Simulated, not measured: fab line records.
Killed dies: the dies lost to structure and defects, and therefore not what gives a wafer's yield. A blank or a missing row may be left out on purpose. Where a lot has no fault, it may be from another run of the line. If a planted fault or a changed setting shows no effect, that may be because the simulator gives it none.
What tool caused it? + flow n5-finfet + route of 1938 steps, sampled at 1 step: 11 lots, 33 wafers

WHAT THE GAUGES SHOWED, per wafer
N5_BEOL_M11_THK_MEAS_53: measures by xrf.
| lot  | measured     | on            | M11_THK (nm) |
|------|--------------|---------------|--------------|
| L075 | day 11 00:22 | film-metro-02 | 135 133 137  |
| L078 | day 11 20:33 | film-metro-02 | 135 135 139  |
| L079 | day 12 02:50 | film-metro-01 | 138 135 139  |
| L081 | day 12 10:29 | film-metro-02 | 136 143 136  |
| L083 | day 13 10:53 | film-metro-02 | 136 133 141  |
| L084 | day 13 18:14 | film-metro-02 | 138 140 134  |
| L087 | day 14 19:14 | film-metro-02 | 135 136 135  |
| L089 | day 15 03:26 | film-metro-01 | 140 142 141  |
| L093 | day 16 00:26 | film-metro-02 | 134 132 135  |
| L094 | day 16 08:05 | film-metro-02 | 139 138 141  |
| L097 | day 16 22:10 | film-metro-02 | 139 139 138  |

WHAT TOOL EACH LOT RAN ON (gives the tool, then ch and the chambers of the sampled wafers, and finally the start)
Record: no process step prior to these readings.

THE ANSWER, worked out from the rows above alone
Rule: what is usual is taken from the lots themselves. The widest of any qualifying gaps counts: lots, ordered by their means at a reading, are off when they make up no more than a third of the lots, leave a main group of 4 or more, and stand apart from it by 3 or more times the standard deviation of that group's means. A main group is skipped when, at the precision printed for the reading in the tables above, its means are all equal. Also off: a lot with no number at a reading for which 4 or more lots have one. Any other lot the step has rows for is counted as sound.
No lot is off at any reading shown: from this, nothing can be told.

WHAT THE SIMULATOR HAD PUT IN
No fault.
